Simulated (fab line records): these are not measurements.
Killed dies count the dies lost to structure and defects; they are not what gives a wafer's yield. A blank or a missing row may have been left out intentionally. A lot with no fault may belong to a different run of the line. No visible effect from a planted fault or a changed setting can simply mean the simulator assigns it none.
What tool caused it? :: flow nand harc :: 45 wafers from 15 lots sampled at 4 of the route's 1302 steps

== WHAT THE GAUGES SHOWED, per wafer ==
Not one reading of a measure or inspect step in the record can be checked against a usual standard deviation.

== WHAT TOOL EACH LOT RAN ON (gives the tool, then ch and the chambers of the sampled wafers, and finally the start) ==
lot: L708
NHARC_A_SGD_CUT_ETCHBACK_24: rie diel-01 ch 0,1,2, day 20 00:13
NHARC_A_SLIT_DEP_23: pecvd-02 ch 0,2, day 20 04:53
NHARC_A_SLIT_ETCH_15: rie diel-07 ch 0,3, day 20 10:40 or earlier
NHARC_A_SLIT_ETCH_26: har etch-02 ch 0,1, day 20 10:40

lot: L711
NHARC_A_SGD_CUT_ETCHBACK_24: rie diel-11 ch 2,3, day 20 11:23
NHARC_A_SLIT_DEP_23: pecvd-01 ch 0,1,2, day 20 18:10
NHARC_A_SLIT_ETCH_15: rie diel-03 ch 0,1,3, day 21 00:18 or earlier
NHARC_A_SLIT_ETCH_26: har etch-01 ch 0,1, day 21 00:18

lot: L710
NHARC_A_SGD_CUT_ETCHBACK_24: rie diel-04 ch 0,1, day 20 11:23
NHARC_A_SLIT_DEP_23: pecvd-04 ch 1,2, day 20 18:08
NHARC_A_SLIT_ETCH_15: rie diel-05 ch 0,1,3, day 21 04:04 or earlier
NHARC_A_SLIT_ETCH_26: har etch-01 ch 0,1, day 21 04:04

lot: L712
NHARC_A_SGD_CUT_ETCHBACK_24: rie diel-11 ch 0,1,2, day 20 11:34
NHARC_A_SLIT_DEP_23: pecvd-02 ch 1,2, day 20 21:50
NHARC_A_SLIT_ETCH_15: rie diel-03 ch 0,1,3, day 21 07:53 or earlier
NHARC_A_SLIT_ETCH_26: har etch-01 ch 0,1, day 21 07:53

lot: L713
NHARC_A_SGD_CUT_ETCHBACK_24: rie diel-01 ch 1,3, day 21 22:31
NHARC_A_SLIT_DEP_23: pecvd-04 ch 0,1,2, day 22 02:56
NHARC_A_SLIT_ETCH_15: rie diel-07 ch 0,3, day 22 08:32 or earlier
NHARC_A_SLIT_ETCH_26: har etch-02 ch 0,1, day 22 08:32

lot: L714
NHARC_A_SGD_CUT_ETCHBACK_24: rie diel-11 ch 0,1,2, day 21 22:33
NHARC_A_SLIT_DEP_23: pecvd-01 ch 0,2, day 22 03:07
NHARC_A_SLIT_ETCH_15: rie diel-05 ch 0,3, day 22 12:12 or earlier
NHARC_A_SLIT_ETCH_26: har etch-01 ch 0,1, day 22 12:12

lot: L715
NHARC_A_SGD_CUT_ETCHBACK_24: rie diel-11 ch 0,2, day 22 11:13
NHARC_A_SLIT_DEP_23: pecvd-02 ch 0,2, day 22 16:43
NHARC_A_SLIT_ETCH_15: rie diel-07 ch 0,1,2, day 22 22:31 or earlier
NHARC_A_SLIT_ETCH_26: har etch-02 ch 0,1, day 22 22:31

lot: L716
NHARC_A_SGD_CUT_ETCHBACK_24: rie diel-04 ch 0,2, day 23 13:36
NHARC_A_SLIT_DEP_23: pecvd-04 ch 0,1, day 23 18:01
NHARC_A_SLIT_ETCH_15: rie diel-07 ch 0,3, day 23 23:52 or earlier
NHARC_A_SLIT_ETCH_26: har etch-01 ch 0,1, day 23 23:52

lot: L718
NHARC_A_SGD_CUT_ETCHBACK_24: rie diel-04 ch 0,2,3, day 23 22:40
NHARC_A_SLIT_DEP_23: pecvd-01 ch 0,1,2, day 24 07:40
NHARC_A_SLIT_ETCH_15: rie diel-07 ch 1,2, day 24 13:38 or earlier
NHARC_A_SLIT_ETCH_26: har etch-02 ch 0,1, day 24 13:38

lot: L717
NHARC_A_SGD_CUT_ETCHBACK_24: rie diel-04 ch 1,2, day 24 02:42
NHARC_A_SLIT_DEP_23: pecvd-02 ch 0,1,2, day 24 14:35
NHARC_A_SLIT_ETCH_15: rie diel-05 ch 1,2,3, day 24 20:14 or earlier
NHARC_A_SLIT_ETCH_26: har etch-01 ch 0,1, day 24 20:14

lot: L723
NHARC_A_SGD_CUT_ETCHBACK_24: rie diel-04 ch 0,2,3, day 25 09:11
NHARC_A_SLIT_DEP_23: pecvd-04 ch 1,2, day 25 15:35
NHARC_A_SLIT_ETCH_15: rie diel-07 ch 0,1, day 25 21:54 or earlier
NHARC_A_SLIT_ETCH_26: har etch-01 ch 0,1, day 25 21:54

lot: L728
NHARC_A_SGD_CUT_ETCHBACK_24: rie diel-04 ch 0,2,3, day 27 22:45
NHARC_A_SLIT_DEP_23: pecvd-04 ch 0,1,2, day 28 03:15
NHARC_A_SLIT_ETCH_15: rie diel-05 ch 0,1,2, day 28 08:59 or earlier
NHARC_A_SLIT_ETCH_26: har etch-01 ch 0,1, day 28 08:59

lot: L729
NHARC_A_SGD_CUT_ETCHBACK_24: rie diel-01 ch 1,2, day 28 05:57
NHARC_A_SLIT_DEP_23: pecvd-02 ch 1,2, day 28 10:35
NHARC_A_SLIT_ETCH_15: rie diel-07 ch 2,3, day 28 18:07 or earlier
NHARC_A_SLIT_ETCH_26: har etch-02 ch 0, day 28 18:07

lot: L730
NHARC_A_SGD_CUT_ETCHBACK_24: rie diel-04 ch 1,3, day 28 22:05
NHARC_A_SLIT_DEP_23: pecvd-02 ch 0,2, day 29 08:14
NHARC_A_SLIT_ETCH_15: rie diel-03 ch 0,2, day 29 14:03 or earlier
NHARC_A_SLIT_ETCH_26: har etch-01 ch 0,1, day 29 14:03

lot: L731
NHARC_A_SGD_CUT_ETCHBACK_24: rie diel-11 ch 0,1,2, day 28 22:07
NHARC_A_SLIT_DEP_23: pecvd-04 ch 0,1, day 29 08:44
NHARC_A_SLIT_ETCH_15: rie diel-05 ch 0,2,3, day 29 14:19 or earlier
NHARC_A_SLIT_ETCH_26: har etch-02 ch 0, day 29 14:19
- NHARC_A_SGD_CUT_ETCHBACK_24: etches the open film in CH3F/O2, target depth 50 nm, time 92.857 s.
- NHARC_A_SLIT_DEP_23: deposits SiON, target thk 100 nm.
- NHARC_A_SLIT_ETCH_15: etches the open film in O2/COS, target depth 6200 nm, time 1612 s.
- NHARC_A_SLIT_ETCH_26: etches the open film in C4F8/O2/Ar, time 90 s, target depth 400 nm.

== WHAT THE TOOLS THEMSELVES READ (means of the sampled wafers that have a number; where no wafer has one, the mark that the record gives instead) ==
NHARC_A_SGD_CUT_ETCHBACK_24. Usual: drypump motor current A 5.7 A, standard deviation 0.33; o2 flow sccm 30.00 sccm, standard deviation 0.084; oes product au 0.96 a.u., standard deviation 0.036; rf vpp V 243.5 V, standard deviation 1.9; showerhead plenum p Torr 2.40 Torr, standard deviation 0.12; throttle valve pct 20.664 %, standard deviation 0.0086.
lot: L708
tool: rie diel-01
drypump motor current A (A): 5.9
o2 flow sccm (sccm): 29.95
oes product au (a.u.): 0.99
rf vpp V (V): 242.3
showerhead plenum p Torr (Torr): 2.35
throttle valve pct (%): 20.662
flag: 

lot: L711
tool: rie diel-11
drypump motor current A (A): 5.5
o2 flow sccm (sccm): 30.15
oes product au (a.u.): 0.92
rf vpp V (V): 245.0
showerhead plenum p Torr (Torr): 2.53
throttle valve pct (%): 20.673
flag: 

lot: L710
tool: rie diel-04
drypump motor current A (A): 6.2
o2 flow sccm (sccm): 29.97
oes product au (a.u.): 0.92
rf vpp V (V): 242.2
showerhead plenum p Torr (Torr): 2.28
throttle valve pct (%): 20.667
flag: 

lot: L712
tool: rie diel-11
drypump motor current A (A): 5.5
o2 flow sccm (sccm): 30.00
oes product au (a.u.): 0.97
rf vpp V (V): 245.0
showerhead plenum p Torr (Torr): 2.52
throttle valve pct (%): 20.667
flag: 

lot: L713
tool: rie diel-01
drypump motor current A (A): 6.0
o2 flow sccm (sccm): 29.92
oes product au (a.u.): 0.99
rf vpp V (V): 242.2
showerhead plenum p Torr (Torr): 2.31
throttle valve pct (%): 20.665
flag: 

lot: L714
tool: rie diel-11
drypump motor current A (A): 5.5
o2 flow sccm (sccm): 30.02
oes product au (a.u.): 1.00
rf vpp V (V): 246.0
showerhead plenum p Torr (Torr): 2.52
throttle valve pct (%): 20.665
flag: 

lot: L715
tool: rie diel-11
drypump motor current A (A): 5.4
o2 flow sccm (sccm): 30.06
oes product au (a.u.): 0.92
rf vpp V (V): 244.3
showerhead plenum p Torr (Torr): 2.47
throttle valve pct (%): 20.662
flag: 

lot: L716
tool: rie diel-04
drypump motor current A (A): 5.6
o2 flow sccm (sccm): 30.10
oes product au (a.u.): 0.99
rf vpp V (V): 242.0
showerhead plenum p Torr (Torr): 2.30
throttle valve pct (%): 20.664
flag: 

lot: L718
tool: rie diel-04
drypump motor current A (A): 5.5
o2 flow sccm (sccm): 29.91
oes product au (a.u.): 1.00
rf vpp V (V): 242.5
showerhead plenum p Torr (Torr): 2.35
throttle valve pct (%): 20.663
flag: 

lot: L717
tool: rie diel-04
drypump motor current A (A): 6.3
o2 flow sccm (sccm): 30.00
oes product au (a.u.): 0.92
rf vpp V (V): 241.4
showerhead plenum p Torr (Torr): 2.29
throttle valve pct (%): 20.664
flag: 

lot: L723
tool: rie diel-04
drypump motor current A (A): 5.6
o2 flow sccm (sccm): 30.00
oes product au (a.u.): 1.00
rf vpp V (V): 243.0
showerhead plenum p Torr (Torr): 2.35
throttle valve pct (%): 20.663
flag: 

lot: L728
tool: rie diel-04
drypump motor current A (A): 5.5
o2 flow sccm (sccm): 29.97
oes product au (a.u.): 0.99
rf vpp V (V): 243.1
showerhead plenum p Torr (Torr): 2.35
throttle valve pct (%): 20.667
flag: 

lot: L729
tool: rie diel-01
drypump motor current A (A): 5.7
o2 flow sccm (sccm): 29.96
oes product au (a.u.): 0.93
rf vpp V (V): 242.5
showerhead plenum p Torr (Torr): 2.30
throttle valve pct (%): 20.666
flag: 

lot: L730
tool: rie diel-04
drypump motor current A (A): 6.2
o2 flow sccm (sccm): 29.99
oes product au (a.u.): 0.93
rf vpp V (V): 242.8
showerhead plenum p Torr (Torr): 2.34
throttle valve pct (%): 20.663
flag: 

lot: L731
tool: rie diel-11
drypump motor current A (A): 5.6
o2 flow sccm (sccm): 29.96
oes product au (a.u.): 0.93
rf vpp V (V): 244.4
showerhead plenum p Torr (Torr): 2.51
throttle valve pct (%): 20.661
flag: 

NHARC_A_SLIT_DEP_23. Usual: heater power w 745 W, standard deviation 93.
lot: L708
tool: pecvd-02
heater power w (W): 621
flag: 

lot: L711
tool: pecvd-01
heater power w (W): 694
flag: 

lot: L710
tool: pecvd-04
heater power w (W): 881
flag: 

lot: L712
tool: pecvd-02
heater power w (W): 664
flag: 

lot: L713
tool: pecvd-04
heater power w (W): 889
flag: 

lot: L714
tool: pecvd-01
heater power w (W): 710
flag: 

lot: L715
tool: pecvd-02
heater power w (W): 662
flag: 

lot: L716
tool: pecvd-04
heater power w (W): 829
flag: 

lot: L718
tool: pecvd-01
heater power w (W): 731
flag: 

lot: L717
tool: pecvd-02
heater power w (W): 696
flag: 

lot: L723
tool: pecvd-04
heater power w (W): 758
flag: 

lot: L728
tool: pecvd-04
heater power w (W): 807
flag: 

lot: L729
tool: pecvd-02
heater power w (W): 746
flag: 

lot: L730
tool: pecvd-02
heater power w (W): 609
flag: 

lot: L731
tool: pecvd-04
heater power w (W): 856
flag: 

NHARC_A_SLIT_ETCH_15. Usual: bias w 300.0 W, standard deviation 0.82; chamber pressure mTorr 20.000 mTorr, standard deviation 0.017; drypump motor current A 5.8 A, standard deviation 0.46; o2 flow sccm 400.1 sccm, standard deviation 1.3; oes product au 1.000 a.u., standard deviation 0.009; rf vpp V 314.4 V, standard deviation 2.1; showerhead plenum p Torr 3.14 Torr, standard deviation 0.13; throttle valve pct 28.331 %, standard deviation 0.0089.
lot: L708
tool: rie diel-07
bias w (W): 299.6
chamber pressure mTorr (mTorr): 19.998
drypump motor current A (A): 5.6
o2 flow sccm (sccm): 400.5
oes product au (a.u.): 0.992
rf vpp V (V): 316.1
showerhead plenum p Torr (Torr): 3.27
throttle valve pct (%): 28.329
flag: 

lot: L711
tool: rie diel-03
bias w (W): 300.3
chamber pressure mTorr (mTorr): 19.987
drypump motor current A (A): 5.6
o2 flow sccm (sccm): 399.5
oes product au (a.u.): 0.996
rf vpp V (V): 313.8
showerhead plenum p Torr (Torr): 3.02
throttle valve pct (%): 28.323
flag: 

lot: L710
tool: rie diel-05
bias w (W): 299.7
chamber pressure mTorr (mTorr): 19.996
drypump motor current A (A): 6.0
o2 flow sccm (sccm): 400.2
oes product au (a.u.): 1.006
rf vpp V (V): 312.2
showerhead plenum p Torr (Torr): 3.04
throttle valve pct (%): 28.337
flag: 

lot: L712
tool: rie diel-03
bias w (W): 300.5
chamber pressure mTorr (mTorr): 20.002
drypump motor current A (A): 5.5
o2 flow sccm (sccm): 399.9
oes product au (a.u.): 0.994
rf vpp V (V): 313.4
showerhead plenum p Torr (Torr): 3.02
throttle valve pct (%): 28.317
flag: 

lot: L713
tool: rie diel-07
bias w (W): 299.2
chamber pressure mTorr (mTorr): 20.002
drypump motor current A (A): 5.4
o2 flow sccm (sccm): 398.9
oes product au (a.u.): 0.999
rf vpp V (V): 316.4
showerhead plenum p Torr (Torr): 3.29
throttle valve pct (%): 28.324
flag: 

lot: L714
tool: rie diel-05
bias w (W): 300.1
chamber pressure mTorr (mTorr): 20.001
drypump motor current A (A): 5.9
o2 flow sccm (sccm): 400.7
oes product au (a.u.): 1.012
rf vpp V (V): 312.2
showerhead plenum p Torr (Torr): 3.00
throttle valve pct (%): 28.331
flag: 

lot: L715
tool: rie diel-07
bias w (W): 299.5
chamber pressure mTorr (mTorr): 20.010
drypump motor current A (A): 6.0
o2 flow sccm (sccm): 400.9
oes product au (a.u.): 1.000
rf vpp V (V): 315.7
showerhead plenum p Torr (Torr): 3.24
throttle valve pct (%): 28.330
flag: 

lot: L716
tool: rie diel-07
bias w (W): 300.1
chamber pressure mTorr (mTorr): 19.997
drypump motor current A (A): 5.6
o2 flow sccm (sccm): 400.9
oes product au (a.u.): 1.001
rf vpp V (V): 316.6
showerhead plenum p Torr (Torr): 3.27
throttle valve pct (%): 28.335
flag: 

lot: L718
tool: rie diel-07
bias w (W): 299.2
chamber pressure mTorr (mTorr): 20.002
drypump motor current A (A): 6.0
o2 flow sccm (sccm): 399.7
oes product au (a.u.): 0.998
rf vpp V (V): 316.6
showerhead plenum p Torr (Torr): 3.23
throttle valve pct (%): 28.340
flag: 

lot: L717
tool: rie diel-05
bias w (W): 300.3
chamber pressure mTorr (mTorr): 20.012
drypump motor current A (A): 6.2
o2 flow sccm (sccm): 400.0
oes product au (a.u.): 0.998
rf vpp V (V): 313.7
showerhead plenum p Torr (Torr): 3.12
throttle valve pct (%): 28.322
flag: 

lot: L723
tool: rie diel-07
bias w (W): 300.2
chamber pressure mTorr (mTorr): 20.020
drypump motor current A (A): 6.1
o2 flow sccm (sccm): 398.2
oes product au (a.u.): 1.004
rf vpp V (V): 315.6
showerhead plenum p Torr (Torr): 3.27
throttle valve pct (%): 28.333
flag: 

lot: L728
tool: rie diel-05
bias w (W): 300.0
chamber pressure mTorr (mTorr): 19.990
drypump motor current A (A): 6.0
o2 flow sccm (sccm): 399.0
oes product au (a.u.): 1.006
rf vpp V (V): 314.0
showerhead plenum p Torr (Torr): 3.14
throttle valve pct (%): 28.325
flag: 

lot: L729
tool: rie diel-07
bias w (W): 299.7
chamber pressure mTorr (mTorr): 19.995
drypump motor current A (A): 5.6
o2 flow sccm (sccm): 400.5
oes product au (a.u.): 1.003
rf vpp V (V): 315.3
showerhead plenum p Torr (Torr): 3.24
throttle valve pct (%): 28.337
flag: 

lot: L730
tool: rie diel-03
bias w (W): 299.7
chamber pressure mTorr (mTorr): 19.996
drypump motor current A (A): 5.4
o2 flow sccm (sccm): 401.3
oes product au (a.u.): 1.013
rf vpp V (V): 312.1
showerhead plenum p Torr (Torr): 2.97
throttle valve pct (%): 28.334
flag: 

lot: L731
tool: rie diel-05
bias w (W): 299.5
chamber pressure mTorr (mTorr): 20.014
drypump motor current A (A): 5.9
o2 flow sccm (sccm): 399.8
oes product au (a.u.): 0.996
rf vpp V (V): 313.1
showerhead plenum p Torr (Torr): 3.10
throttle valve pct (%): 28.335
flag: 

NHARC_A_SLIT_ETCH_26. Usual: bias v 400 V, standard deviation 4.3; c4f8 flow sccm 41.69 sccm, standard deviation 0.12; drypump motor current A 5.6 A, standard deviation 0.55; o2 flow sccm 83.33 sccm, standard deviation 0.28; showerhead plenum p Torr 3.66 Torr, standard deviation 0.15; throttle valve pct 27.619 %, standard deviation 0.0087.
lot: L708
tool: har etch-02
bias v (V): 403
c4f8 flow sccm (sccm): 41.73
drypump motor current A (A): 6.0
o2 flow sccm (sccm): 83.02
showerhead plenum p Torr (Torr): 3.75
throttle valve pct (%): 27.625
flag: 

lot: L711
tool: har etch-01
bias v (V): 404
c4f8 flow sccm (sccm): 41.79
drypump motor current A (A): 5.0
o2 flow sccm (sccm): 83.09
showerhead plenum p Torr (Torr): 3.64
throttle valve pct (%): 27.625
flag: 

lot: L710
tool: har etch-01
bias v (V): 400
c4f8 flow sccm (sccm): 41.75
drypump motor current A (A): 5.0
o2 flow sccm (sccm): 83.45
showerhead plenum p Torr (Torr): 3.63
throttle valve pct (%): 27.625
flag: 

lot: L712
tool: har etch-01
bias v (V): 397
c4f8 flow sccm (sccm): 41.58
drypump motor current A (A): 5.4
o2 flow sccm (sccm): 83.26
showerhead plenum p Torr (Torr): 3.58
throttle valve pct (%): 27.617
flag: 

lot: L713
tool: har etch-02
bias v (V): 398
c4f8 flow sccm (sccm): 41.67
drypump motor current A (A): 6.1
o2 flow sccm (sccm): 83.39
showerhead plenum p Torr (Torr): 3.83
throttle valve pct (%): 27.619
flag: 

lot: L714
tool: har etch-01
bias v (V): 402
c4f8 flow sccm (sccm): 41.75
drypump motor current A (A): 5.4
o2 flow sccm (sccm): 83.33
showerhead plenum p Torr (Torr): 3.58
throttle valve pct (%): 27.625
flag: 

lot: L715
tool: har etch-02
bias v (V): 399
c4f8 flow sccm (sccm): 41.65
drypump motor current A (A): 6.0
o2 flow sccm (sccm): 83.07
showerhead plenum p Torr (Torr): 3.73
throttle valve pct (%): 27.616
flag: 

lot: L716
tool: har etch-01
bias v (V): 398
c4f8 flow sccm (sccm): 41.78
drypump motor current A (A): 5.4
o2 flow sccm (sccm): 83.29
showerhead plenum p Torr (Torr): 3.56
throttle valve pct (%): 27.618
flag: 

lot: L718
tool: har etch-02
bias v (V): -
c4f8 flow sccm (sccm): -
drypump motor current A (A): -
o2 flow sccm (sccm): -
showerhead plenum p Torr (Torr): -
throttle valve pct (%): -
flag: OFF

lot: L717
tool: har etch-01
bias v (V): -
c4f8 flow sccm (sccm): -
drypump motor current A (A): -
o2 flow sccm (sccm): -
showerhead plenum p Torr (Torr): -
throttle valve pct (%): -
flag: OFF

lot: L723
tool: har etch-01
bias v (V): -
c4f8 flow sccm (sccm): -
drypump motor current A (A): -
o2 flow sccm (sccm): -
showerhead plenum p Torr (Torr): -
throttle valve pct (%): -
flag: OFF

lot: L728
tool: har etch-01
bias v (V): 402
c4f8 flow sccm (sccm): 41.60
drypump motor current A (A): 5.0
o2 flow sccm (sccm): 83.29
showerhead plenum p Torr (Torr): 3.58
throttle valve pct (%): 27.619
flag: 

lot: L729
tool: har etch-02
bias v (V): 399
c4f8 flow sccm (sccm): 41.54
drypump motor current A (A): 6.1
o2 flow sccm (sccm): 83.56
showerhead plenum p Torr (Torr): 3.88
throttle valve pct (%): 27.603
flag: 

lot: L730
tool: har etch-01
bias v (V): 398
c4f8 flow sccm (sccm): 41.67
drypump motor current A (A): 5.4
o2 flow sccm (sccm): 83.67
showerhead plenum p Torr (Torr): 3.52
throttle valve pct (%): 27.626
flag: 

lot: L731
tool: har etch-02
bias v (V): 395
c4f8 flow sccm (sccm): 41.74
drypump motor current A (A): 6.1
o2 flow sccm (sccm): 83.40
showerhead plenum p Torr (Torr): 3.88
throttle valve pct (%): 27.623
flag: 

== THE ANSWER, worked out from the rows above alone ==
Rule: take the mean of a lot's wafers that have a number; if it is more than 3 standard deviations from the usual mean, the lot is off. Also off: a lot with no number at a reading for which 4 or more lots have one. Any other lot the step has rows for is counted as sound. The gauges are gone through in route order, then the tools' own readings, and for those a lot's mean is taken as printed above. At the first step where some lot is off, the reading lying furthest off is the one used; lots without a number count as furthest.
Off at NHARC_A_SLIT_ETCH_26 (bias v): L718, L717, L723. Without a number there: L718, L717, L723.
A tool fits if, at that step or a process step before it, it ran every lot that is off, and no sound lot after the first of them. With no start given for some of its lots, NHARC_A_SLIT_ETCH_15 uses the hours and lot order of NHARC_A_SLIT_ETCH_26. None of those tried fits.

== WHAT THE SIMULATOR PUT IN ==
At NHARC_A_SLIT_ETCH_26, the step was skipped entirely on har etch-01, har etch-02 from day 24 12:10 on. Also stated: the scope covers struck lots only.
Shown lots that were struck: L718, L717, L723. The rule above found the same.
